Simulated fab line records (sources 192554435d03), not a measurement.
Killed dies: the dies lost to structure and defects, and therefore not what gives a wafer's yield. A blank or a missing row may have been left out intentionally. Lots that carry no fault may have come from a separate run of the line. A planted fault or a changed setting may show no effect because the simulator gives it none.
fab line records / flow n5_finfet
[record] lots = 5 wafers = 12 last_day = 17
route steps=1938 shown SD_EPI_P@309 SD_ACTIVATION@330 ILD0@335 SDB@347 MOL_CONTACT_COAG@538 PASSIVATION@1936
lots with no fault: from the same line, run without faults
start_h: hours from the record's first day to the start of the lot's first wafer shown / wait_h: hours elapsed since this lot's preceding step / " repeats the value in the row above / L1.1+2: a row that stands for several wafers / - no value, or no start given / * or withheld: withheld / < > ~ a bound
route shown NAME@n: NAME is a module with steps in the file, n the number in the route of the first one / usual: the fault-free wafers' mean and standard deviation / same: alike in all rows / chamber/n: place in a boat / sites: per-site readings / _std_site: their standard deviation / _edge_site: mean of outer sites minus mean of inner sites / radius_mm: how far each site lies from the wafer's centre / mask NAME#n: copy n / behind: the tool/chamber that last shaped the wafer / hold: the reason the lot was held/the length of the hold in hours/how it ended / device: the n, p or np transistor that did not switch / end of line: tests of these same wafers at the route's end / step lacking rows: just its recipe / killed: the dies lost at the first sort to structure and to defects; this is not the yield of the wafer / map: a wafer's dies, x killed, . not, _ none there
set.NAME: the setting that was run; set.NAME@STEP: the one run at that earlier step / model.NAME: the simulator's own value behind a step, which no gauge read
a table for each step, a row for each wafer; lots at some steps of the route
services: the hour from which a tool's chamber was out of use, counted from the record's first day as start_h (under 0 if before that day), plus the number of hours and why
[[steps]]
[step N5_SD_EPI_P_STRIP_38]
[recipe] chemistry = N2/H2 temp_c = 40 n2_flow_sccm = 200 h2_flow_sccm = 200 rf_frequency_hz = 6e+07
[step N5_SD_EPI_P_ETCHBACK_46]
[recipe] chemistry = CH3F/O2 mode = anisotropic_etchback target = SiNx target_depth_a = 175 stop_on = SiO2 over_etch_frac = 0.3 ion_energy_ev = 120 pressure_mtorr = 30 source_w = 395 bias_w = 73 Ar_flow_sccm = 150 CH3F_flow_sccm = 30 O2_flow_sccm = 20
[step N5_SD_EPI_P_ETCH_47]
[recipe] chemistry = CH3F/O2 target = SiOCN target_depth_a = 250 mask_material = SOC ion_energy_ev = 60 bias_w = 29 pressure_mtorr = 30 source_w = 410 Ar_flow_sccm = 150 CH3F_flow_sccm = 30 O2_flow_sccm = 20
[step N5_SD_EPI_P_ETCH_16]
[recipe] chemistry = CHF3/O2 target = SiO2 target_depth_a = 50 mask_material = SOC pressure_mtorr = 30 source_w = 650 bias_w = 170 Ar_flow_sccm = 200 CHF3_flow_sccm = 50 O2_flow_sccm = 5 ion_energy_ev = 200
[step N5_SD_EPI_P_STRIP_50]
[recipe] chemistry = CHF3/O2 resist = SiARC rf_frequency_hz = 6e+07
[step N5_SD_EPI_P_SD_RECESS_17]
[recipe] chemistry = HBr/Cl2/O2 target_depth_a = 391 bt_time_s = 3 pressure_mtorr = 10 icp_w = 800 bias_w = 112 HBr_flow_sccm = 150 Cl2_flow_sccm = 80 O2_flow_sccm = 12
[step N5_SD_EPI_P_WET_ETCH_45]
[recipe] chemistry = dHF dilution = withheld time_s = 10.7 target = SiO2 target_depth_a = 20 temp_c = 25 dry = ipa_marangoni rinse_time_s = 30 rinse_temp_c = 23
[step N5_SD_EPI_P_STRIP_40]
[recipe] chemistry = N2/H2 power_w = 1000 temp_c = 250 h2_frac = 0.65 overash_fraction = 0.3 pressure_mtorr = withheld n2_flow_sccm = 1750 h2_flow_sccm = 3250
[step N5_SD_EPI_P_PRECLEAN_52]
[recipe] chemistry = O3/DIW time_s = 60 temp_c = 22 o3_ppm = 10
[step N5_SD_EPI_P_SRD_20]
[recipe] dry = ipa_marangoni do_ppb = 5 time_s = 30 temp_c = 23 rinse_liquid = diw
[step N5_SD_EPI_P_PRECLEAN_51]
[recipe] chemistry = NF3:NH3 afs_cycles = 1 temp_c = 30 time_s = 20 sublimation_temp_c = 180 sublimation_time_s = 60 pressure_torr = 3 rf_power_w = 30
[step N5_SD_EPI_P_VAPOR_ETCH_44]
[recipe] chemistry = NF3/Ar target = SiGe30 temp_c = 25 time_s = 3.3 mode = isotropic
[step N5_SD_EPI_P_EPI_21]
[recipe] material = SiGe:B dopant = B temp_c = 550 pressure_torr = 20 ambient = H2 time_s = 355
[usual] chamber_pressure_Torr = 20.00/0.044 epi_growth_time_s = 355/0
lot.wafer=L703.1 tool=epi_rpcvd-03 chamber=0 start_h=60.52 wait_h=0.1 chamber_pressure_Torr=19.90 epi_growth_time_s=355 model.SiGe-B_of_SD_EPI_P_EPI_21.thk_nm=60.6
lot.wafer=L703.4 tool=epi_rpcvd-03 chamber=0 start_h=61.60 wait_h=1.1 chamber_pressure_Torr=19.95 epi_growth_time_s=355 model.SiGe-B_of_SD_EPI_P_EPI_21.thk_nm=60.6
lot.wafer=L703.6 tool=epi_rpcvd-03 chamber=0 start_h=61.60 wait_h=1.1 chamber_pressure_Torr=19.93 epi_growth_time_s=355 model.SiGe-B_of_SD_EPI_P_EPI_21.thk_nm=61.4
lot.wafer=L708.1 tool=epi_rpcvd-03 chamber=0 start_h=90.77 wait_h=0.1 chamber_pressure_Torr=20.00 epi_growth_time_s=472.06 model.SiGe-B_of_SD_EPI_P_EPI_21.thk_nm=71.6
lot.wafer=L708.3 tool=epi_rpcvd-03 chamber=0 start_h=90.77 wait_h=0.1 chamber_pressure_Torr=20.03 epi_growth_time_s=355 model.SiGe-B_of_SD_EPI_P_EPI_21.thk_nm=59.4
lot.wafer=L709.1 tool=epi_rpcvd-03 chamber=0 start_h=100.99 wait_h=0.1 chamber_pressure_Torr=20.03 epi_growth_time_s=472.06 model.SiGe-B_of_SD_EPI_P_EPI_21.thk_nm=72.6
lot.wafer=L709.3 tool=epi_rpcvd-03 chamber=0 start_h=100.99 wait_h=0.1 chamber_pressure_Torr=20.06 epi_growth_time_s=355 model.SiGe-B_of_SD_EPI_P_EPI_21.thk_nm=59.8
lot.wafer=L712.1 tool=epi_rpcvd-03 chamber=0 start_h=118.95 wait_h=0.1 chamber_pressure_Torr=20.05 epi_growth_time_s=472.06 model.SiGe-B_of_SD_EPI_P_EPI_21.thk_nm=72.6
lot.wafer=L712.3 tool=epi_rpcvd-03 chamber=0 start_h=118.95 wait_h=0.1 chamber_pressure_Torr=19.98 epi_growth_time_s=355 model.SiGe-B_of_SD_EPI_P_EPI_21.thk_nm=59.4
lot.wafer=L722.1 tool=epi_rpcvd-04 chamber=0 start_h=176.18 wait_h=0.1 chamber_pressure_Torr=20.01 epi_growth_time_s=355 model.SiGe-B_of_SD_EPI_P_EPI_21.thk_nm=61.4
lot.wafer=L722.4 tool=epi_rpcvd-04 chamber=0 start_h=177.26 wait_h=1.1 chamber_pressure_Torr=19.98 epi_growth_time_s=355 model.SiGe-B_of_SD_EPI_P_EPI_21.thk_nm=61.4
lot.wafer=L722.5 tool=epi_rpcvd-04 chamber=0 start_h=177.26 wait_h=1.1 chamber_pressure_Torr=20.03 epi_growth_time_s=355 model.SiGe-B_of_SD_EPI_P_EPI_21.thk_nm=60.4
[step N5_SD_EPI_P_EPI_MEAS_23]
[recipe] mode = xrd
[usual] thk_nm = 60.7/1.3
lot.wafer=L703.1 tool=film_metro-02 chamber=- start_h=62.72 wait_h=1.8 thk_nm=61.4
lot.wafer=L703.4 tool=film_metro-02 chamber=- start_h=62.72 wait_h=1.8 thk_nm=60.6
lot.wafer=L703.6 tool=film_metro-02 chamber=- start_h=62.72 wait_h=1.8 thk_nm=62.9
lot.wafer=L708.1 tool=film_metro-02 chamber=- start_h=92.97 wait_h=1.8 thk_nm=71.9
lot.wafer=L708.3 tool=film_metro-02 chamber=- start_h=92.97 wait_h=1.8 thk_nm=59.6
lot.wafer=L709.1 tool=film_metro-01 chamber=- start_h=103.19 wait_h=1.8 thk_nm=72.5
lot.wafer=L709.3 tool=film_metro-01 chamber=- start_h=103.19 wait_h=1.8 thk_nm=60.0
lot.wafer=L712.1 tool=film_metro-02 chamber=- start_h=121.15 wait_h=1.8 thk_nm=70.8
lot.wafer=L712.3 tool=film_metro-02 chamber=- start_h=121.15 wait_h=1.8 thk_nm=59.5
lot.wafer=L722.1 tool=film_metro-01 chamber=- start_h=178.37 wait_h=1.8 thk_nm=61.1
lot.wafer=L722.4 tool=film_metro-01 chamber=- start_h=178.37 wait_h=1.8 thk_nm=61.4
lot.wafer=L722.5 tool=film_metro-01 chamber=- start_h=178.37 wait_h=1.8 thk_nm=61.1
[step N5_SD_EPI_P_HM_STRIP_48]
[recipe] chemistry = H3PO4 temp_c = 160 material = SiNx target = SiNx target_depth_a = 30 overetch_fraction = 0.3
[step N5_SD_EPI_P_SRD_49]
[recipe] dry = ipa_marangoni time_s = 30 temp_c = 23 rinse_liquid = diw
[step N5_SD_EPI_P_PRECLEAN_24]
[recipe] chemistry = O3/DIW time_s = 45 temp_c = 22 o3_ppm = 10
[step N5_SD_EPI_P_PRECLEAN_32]
[recipe] chemistry = dHF time_s = 10 dilution = 500:1 temp_c = 25
[step N5_SD_EPI_P_PRECLEAN_33]
[recipe] chemistry = SC2 time_s = 45 temp_c = 35 mix = 1:1:50
[step N5_SD_EPI_P_SRD_25]
[recipe] time_s = 30 temp_c = 23 rinse_liquid = diw dry = ipa_marangoni
[step N5_SD_ACTIVATION_RTA_00]
[recipe] temp_c = 975 time_s = 0 ambient = N2 idle_temp_c = 600 ramp_up_c_per_s = 150 ramp_down_c_per_s = 60 cool_to_c = 600
[step N5_SD_ACTIVATION_LSA_01]
[recipe] temp_c = 1080 time_s = 0.0008 ambient = N2
[step N5_ILD0_LINER_00]
[recipe] material = SiNx target_thk_a = 40 temp_c = 400 ald_precursor_family = SiH2I2 ald_co_reactant = N2/H2-plasma pulse_time_s = 1 purge_time_s = 2 co_reactant_purge_time_s = 2 ald_cycles = 80 pressure_torr = 2
[step N5_ILD0_FCVD_FILL_01]
[recipe] material = SiO2_flowable target_thk_a = 2000 temp_c = 100 pressure_torr = 0.8 rf_w = 2000 time_s = 328.3
[step N5_ILD0_CURE_02]
[recipe] temp_c = 450 time_s = 1800 ambient = steam idle_temp_c = 400 ramp_up_c_per_min = 5 ramp_down_c_per_min = 3 densification_p_h2o_torr = 640
[step N5_ILD0_CMP_03]
[recipe] stop_on = SiNx t_overpolish_s = 1.9 post_cmp_clean = alkaline_brush down_force_psi = 4.1491 platen_rpm = 51.796 pad_velocity_m_s = 1.0306 target_thk_nm = 197.38
[step N5_ILD0_CMP_07]
[recipe] stop_on = poly-Si material = SiO2_flowable t_overpolish_s = 1.18 post_cmp_clean = alkaline_brush down_force_psi = 4.1491 platen_rpm = 51.796 pad_velocity_m_s = 1.0306 target_thk_nm = 138.88
[step N5_ILD0_PRECLEAN_10]
[recipe] chemistry = NF3:NH3 afs_cycles = 5 time_s = 20 temp_c = 30 sublimation_temp_c = 180 sublimation_time_s = 60 pressure_torr = 3 rf_power_w = 30
[step N5_ILD0_ALD_15]
[recipe] material = SiNx target_thk_a = 240 temp_c = 400 ald_precursor_family = SiH2I2 ald_co_reactant = N2/H2-plasma pulse_time_s = 1 ald_cycles = 480 purge_time_s = 2 co_reactant_purge_time_s = 2 pressure_torr = 2
[step N5_ILD0_CMP_12]
[recipe] stop_on = poly-Si material = SiNx t_overpolish_s = 6 post_cmp_clean = alkaline_brush down_force_psi = 2.5 platen_rpm = 51.8 pad_velocity_m_s = 1.0307 target_thk_nm = 17.67
[step N5_SDB_HM_DEP_00]
[recipe] material = SiNx target_thk_a = 400 temp_c = 400 precursor = SiH4/NH3/N2 pressure_torr = 1.5 rf_w = 300 time_s = 35.3
[step N5_SDB_COAT_03]
[recipe] resist = SOC temp_c = 250 time_s = 60 spin_rpm = 1500 resist_thk_nm = 100
[step N5_SDB_COAT_04]
[recipe] resist = SiARC temp_c = 220 time_s = 60 spin_rpm = 1500 resist_thk_nm = 18
[step N5_SDB_COAT_05]
[recipe] resist = CAR-ArF spin_rpm = 1500 resist_thk_nm = 90
[step N5_MOL_CONTACT_COAG_ETCH_110]
[recipe] chemistry = CF4/O2 target = Si target_depth_a = 25 time_s = 8 pressure_mtorr = 100 source_w = 200 bias_w = 12 ion_energy_ev = 60 Ar_flow_sccm = 100 cf4_flow_sccm = 100 O2_flow_sccm = 10
[usual] drypump_motor_current_A = 5.7/0.38 oes_product_au = 0.82/0.093 rf_vpp_V = 127.7/2.6 showerhead_plenum_p_Torr = 2.23/0.059 throttle_valve_pct = 10.68/0.27
lot.wafer=L703.1 tool=rie_diel-05 chamber=3 start_h=92.82 wait_h=0.0 drypump_motor_current_A=6.3 oes_product_au=0.71 rf_hours_counter_h=211 rf_vpp_V=125.9 showerhead_plenum_p_Torr=2.28 throttle_valve_pct=11.00 model.SiGe-B_of_SD_EPI_P_EPI_21.thk_nm=57.8
lot.wafer=L703.4 tool=rie_diel-05 chamber=0 start_h=92.82 wait_h=0.0 drypump_motor_current_A=5.8 oes_product_au=0.84 rf_hours_counter_h=- rf_vpp_V=124.6 showerhead_plenum_p_Torr=2.26 throttle_valve_pct=10.30 model.SiGe-B_of_SD_EPI_P_EPI_21.thk_nm=57.6
lot.wafer=L703.6 tool=rie_diel-05 chamber=2 start_h=92.82 wait_h=0.0 drypump_motor_current_A=5.8 oes_product_au=0.94 rf_hours_counter_h=- rf_vpp_V=129.2 showerhead_plenum_p_Torr=2.18 throttle_valve_pct=10.59 model.SiGe-B_of_SD_EPI_P_EPI_21.thk_nm=58.4
lot.wafer=L708.1 tool=rie_diel-05 chamber=2 start_h=123.26 wait_h=0.0 drypump_motor_current_A=5.8 oes_product_au=0.93 rf_hours_counter_h=24 rf_vpp_V=129.8 showerhead_plenum_p_Torr=2.18 throttle_valve_pct=10.61 model.SiGe-B_of_SD_EPI_P_EPI_21.thk_nm=68.2
lot.wafer=L708.3 tool=rie_diel-05 chamber=1 start_h=123.26 wait_h=0.0 drypump_motor_current_A=5.9 oes_product_au=0.95 rf_hours_counter_h=13 rf_vpp_V=130.8 showerhead_plenum_p_Torr=2.17 throttle_valve_pct=10.48 model.SiGe-B_of_SD_EPI_P_EPI_21.thk_nm=56.6
lot.wafer=L709.1 tool=rie_diel-05 chamber=1 start_h=136.30 wait_h=0.0 drypump_motor_current_A=5.8 oes_product_au=0.94 rf_hours_counter_h=19 rf_vpp_V=131.0 showerhead_plenum_p_Torr=2.17 throttle_valve_pct=10.51 model.SiGe-B_of_SD_EPI_P_EPI_21.thk_nm=69
lot.wafer=L709.3 tool=rie_diel-05 chamber=3 start_h=136.30 wait_h=0.0 drypump_motor_current_A=6.3 oes_product_au=0.69 rf_hours_counter_h=227 rf_vpp_V=126.1 showerhead_plenum_p_Torr=2.28 throttle_valve_pct=11.05 model.SiGe-B_of_SD_EPI_P_EPI_21.thk_nm=56.8
lot.wafer=L712.1 tool=rie_diel-05 chamber=3 start_h=155.90 wait_h=0.0 drypump_motor_current_A=6.3 oes_product_au=0.69 rf_hours_counter_h=238 rf_vpp_V=124.5 showerhead_plenum_p_Torr=2.27 throttle_valve_pct=11.08 model.SiGe-B_of_SD_EPI_P_EPI_21.thk_nm=69.2
lot.wafer=L712.3 tool=rie_diel-05 chamber=0 start_h=155.90 wait_h=0.0 drypump_motor_current_A=5.7 oes_product_au=0.80 rf_hours_counter_h=89 rf_vpp_V=125.2 showerhead_plenum_p_Torr=2.25 throttle_valve_pct=10.38 model.SiGe-B_of_SD_EPI_P_EPI_21.thk_nm=56.6
lot.wafer=L722.1 tool=rie_diel-06 chamber=3 start_h=209.09 wait_h=0.0 drypump_motor_current_A=5.1 oes_product_au=0.94 rf_hours_counter_h=6 rf_vpp_V=130.3 showerhead_plenum_p_Torr=2.29 throttle_valve_pct=10.45 model.SiGe-B_of_SD_EPI_P_EPI_21.thk_nm=58.4
lot.wafer=L722.4 tool=rie_diel-06 chamber=0 start_h=209.09 wait_h=0.0 drypump_motor_current_A=5.3 oes_product_au=0.75 rf_hours_counter_h=170 rf_vpp_V=126.8 showerhead_plenum_p_Torr=2.22 throttle_valve_pct=10.98 model.SiGe-B_of_SD_EPI_P_EPI_21.thk_nm=58.6
lot.wafer=L722.5 tool=rie_diel-06 chamber=0 start_h=209.09 wait_h=0.0 drypump_motor_current_A=5.3 oes_product_au=0.74 rf_hours_counter_h=- rf_vpp_V=127.9 showerhead_plenum_p_Torr=2.22 throttle_valve_pct=10.96 model.SiGe-B_of_SD_EPI_P_EPI_21.thk_nm=57.4
[step N5_PASSIVATION_PROBE_49]
[usual] killed_at_M0_to_M3 = 31/11 killed_at_M4_up = 14/5.1 killed_at_contacts = 12/5.6 killed_at_front_end = 42/12 killed_at_other = 3.8/2.9 killed_dies = 103/18 killed_open = 67/14 killed_short = 33/8
[same] gross_dies = 1180 killed_at_back_side = 0
lot.wafer=L708.1 tool=prober-01 chamber=- start_h=331.47 wait_h=0.0 killed_at_M0_to_M3=41 killed_at_M4_up=30 killed_at_contacts=9 killed_at_front_end=55 killed_at_other=3 killed_dies=138 killed_open=102 killed_short=34
lot.wafer=L712.1 tool=prober-02 chamber=- start_h=367.91 wait_h=0.0 killed_at_M0_to_M3=25 killed_at_M4_up=14 killed_at_contacts=15 killed_at_front_end=55 killed_at_other=1 killed_dies=110 killed_open=65 killed_short=45
lot.wafer=L712.3 tool=prober-02 chamber=- start_h=368.01 wait_h=0.1 killed_at_M0_to_M3=26 killed_at_M4_up=13 killed_at_contacts=18 killed_at_front_end=21 killed_at_other=2 killed_dies=80 killed_open=58 killed_short=20
lot.wafer=L722.1 tool=prober-01 chamber=- start_h=407.35 wait_h=0.0 killed_at_M0_to_M3=50 killed_at_M4_up=13 killed_at_contacts=18 killed_at_front_end=51 killed_at_other=5 killed_dies=137 killed_open=98 killed_short=38
lot.wafer=L722.4 tool=prober-01 chamber=- start_h=407.50 wait_h=0.2 killed_at_M0_to_M3=48 killed_at_M4_up=17 killed_at_contacts=20 killed_at_front_end=44 killed_at_other=1 killed_dies=130 killed_open=83 killed_short=47
lot.wafer=L722.5 tool=prober-01 chamber=- start_h=407.55 wait_h=0.2 killed_at_M0_to_M3=36 killed_at_M4_up=17 killed_at_contacts=23 killed_at_front_end=41 killed_at_other=2 killed_dies=119 killed_open=81 killed_short=36
// killed by level:class
L708.1 STI_FIN_REVEAL:geometric_particle:open=22 BEOL_M4:geometric_particle:open=19 BEOL_M0_SAQP:geometric_particle:open=10 MOL_CONTACT_COAG:geometric_particle:open=9 BEOL_M3:geometric_particle:open=9 BEOL_M2:geometric_particle:open=7 GATE_CUT:geometric_particle:short=6 STARTING-WAFER:geometric_particle:short=5
L712.1 FIN_SAQP:geometric_particle:open=17 FIN_SAQP:geometric_particle:short=16 MOL_CONTACT_COAG:geometric_particle:open=10 BEOL_M0_SAQP:geometric_particle:short=7 MOL_CONTACT_COAG:geometric_particle:short=5 BEOL_M0_SAQP:geometric_particle:open=5 DUMMY_GATE:geometric_particle:open=4 BEOL_M3:geometric_particle:open=4
L712.3 MOL_CONTACT_COAG:geometric_particle:open=13 FIN_SAQP:geometric_particle:open=9 BEOL_M0_SAQP:geometric_particle:open=6 BEOL_M1:geometric_particle:open=6 BEOL_M4:geometric_particle:open=5 MOL_CONTACT_COAG:geometric_particle:short=5 BEOL_M0:geometric_particle:open=5 BEOL_M0_SAQP:geometric_particle:short=3
L722.1 FIN_SAQP:geometric_particle:open=25 MOL_CONTACT_COAG:geometric_particle:open=14 BEOL_M2:geometric_particle:open=12 BEOL_M0_SAQP:geometric_particle:open=11 BEOL_M0_SAQP:geometric_particle:short=11 FIN_SAQP:geometric_particle:short=9 BEOL_M3:geometric_particle:open=6 BEOL_M1:geometric_particle:open=5
L722.4 BEOL_M2:geometric_particle:open=18 FIN_SAQP:geometric_particle:open=16 FIN_SAQP:geometric_particle:short=15 MOL_CONTACT_COAG:geometric_particle:open=13 BEOL_M2:geometric_particle:short=9 MOL_CONTACT_COAG:geometric_particle:short=7 BEOL_M0_SAQP:geometric_particle:open=6 BEOL_M1:geometric_particle:open=6
L722.5 MOL_CONTACT_COAG:geometric_particle:open=18 FIN_SAQP:geometric_particle:open=11 BEOL_M2:geometric_particle:open=11 FIN_SAQP:geometric_particle:short=9 BEOL_M0_SAQP:geometric_particle:short=7 DUMMY_GATE:geometric_particle:open=6 MOL_CONTACT_COAG:geometric_particle:short=5 BEOL_M0_SAQP:geometric_particle:open=5
[[services]]
tool=rie_diel-06 chamber=3 start_h=44.54 hours=8.9 kind=repair
tool=epi_rpcvd-03 chamber=- start_h=53.04 hours=2.9 kind=repair
tool=rie_diel-05 chamber=1 start_h=58.41 hours=- kind=clean
tool=rie_diel-05 chamber=1 start_h=58.41 hours=- kind=consumable_replace:focus_ring
tool=rie_diel-05 chamber=1 start_h=58.41 hours=20.7 kind=scheduled_down
tool=rie_diel-05 chamber=1 start_h=58.41 hours=20.7 kind=vent_cycle
tool=epi_rpcvd-04 chamber=- start_h=77.90 hours=0.6 kind=repair
tool=rie_diel-05 chamber=1 start_h=89.71 hours=3.3 kind=repair
tool=epi_rpcvd-04 chamber=- start_h=93.92 hours=9.3 kind=repair
tool=rie_diel-06 chamber=3 start_h=100.54 hours=10.5 kind=repair
tool=epi_rpcvd-03 chamber=- start_h=111.34 hours=2.8 kind=pm
tool=rie_diel-06 chamber=- start_h=125.58 hours=28.1 kind=pm
tool=rie_diel-06 chamber=3 start_h=166.60 hours=- kind=clean
tool=rie_diel-06 chamber=3 start_h=166.60 hours=- kind=consumable_replace:focus_ring
tool=rie_diel-05 chamber=3 start_h=194.37 hours=- kind=clean
tool=rie_diel-05 chamber=3 start_h=194.37 hours=- kind=consumable_replace:focus_ring
tool=rie_diel-05 chamber=3 start_h=194.37 hours=13.7 kind=scheduled_down
tool=rie_diel-05 chamber=3 start_h=194.37 hours=13.7 kind=vent_cycle
[[key]]
[first_sign] step = N5_SD_EPI_P_EPI_21 reading = epi_growth_time_s direction = up sigmas = 99+ usual = * struck = *
[effect] step = N5_SD_EPI_P_EPI_MEAS_23 reading = thk_nm direction = up sigmas = 8.4 usual = * struck = *
[model_effect] step = N5_SD_EPI_P_EPI_21 value = SiGe-B_of_SD_EPI_P_EPI_21.thk_nm without = 59.4 struck = 72.27
[model_effect] step = N5_MOL_CONTACT_COAG_ETCH_110 value = SiGe-B_of_SD_EPI_P_EPI_21.thk_nm without = 56.47 struck = 68.8
met_at N5_SD_EPI_P_EPI_21
struck_wafers L708.1,L709.1,L712.1
tester_left_out L708,L709,L712
onset_between 60.52 90.77
[fault] kind = process_parameter_drift tool = epi_rpcvd-03 chamber = - onset_h = 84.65 steps = N5_SD_EPI_P_EPI_21 channel = epi_growth_time_s offset = * shape = step end_h = 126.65 scope = struck_wafers_only acts_in = * stated = *
// tester_left_out: of these lots the tester's yield and bins aren't shown, on N5 and GAA mostly nor the transistor test; their killed dies are dies lost to structure and defects alone, not to doping, threshold or leakage, so they don't give the yield
